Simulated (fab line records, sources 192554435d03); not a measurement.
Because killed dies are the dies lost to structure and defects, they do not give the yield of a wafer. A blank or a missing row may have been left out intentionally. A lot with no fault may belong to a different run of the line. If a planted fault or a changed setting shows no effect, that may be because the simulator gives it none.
Chamber matching	flow n5Finfet	N5_MOL_CONTACT_COAG_ETCH_66 on rieDiel-06: 4 sister chambers
The step etches SiARC in CF4, target depth 13 nm, time 21.7 s. 4 wafers are shown with their chamber, then 9 later ones without.

WAFERS, EACH WITH ITS CHAMBER
wafer	chamber	showerheadPlenumPTorr (Torr)
L085.2	3	2.20
L087.1	1	2.10
L088.5	0	2.26
L088.6	2	2.27

WAFERS WHOSE CHAMBER IS MISSING
wafer	showerheadPlenumPTorr (Torr)
L090.2	2.20
L090.3	2.10
L090.4	2.27
L092.4	2.26
L092.5	2.09
L092.6	2.27
L096.3	2.19
L096.5	2.26
L096.6	2.09

WHICH CHAMBER EACH WENT THROUGH
wafer	from the rows above	in truth
L090.2	3	3
L090.3	1	1
L090.4	can't be placed: 2 or 0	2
L092.4	can't be placed: 0 or 2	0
L092.5	1	1
L092.6	can't be placed: 2 or 0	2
L096.3	3	3
L096.5	can't be placed: 0 or 2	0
L096.6	1	1
Placed correctly: 5 of 9. These rows do not allow placing 4 (true chamber among the candidates in 4). Wrongly placed: 0.
How it was worked out, from the rows above alone: a wafer's distance from a chamber is the root of the sum, over the readings, of the square of ((its reading less the chamber's mean) divided by the reading's scatter). The wafer belongs to the nearest chamber; if the next one is less than 2 further off, it can't be placed. For every chamber, the mean is computed from those of its wafers that are shown. The scatter: root of mean squared gap, hidden wafer to nearest shown wafer, with one shown wafer a chamber.
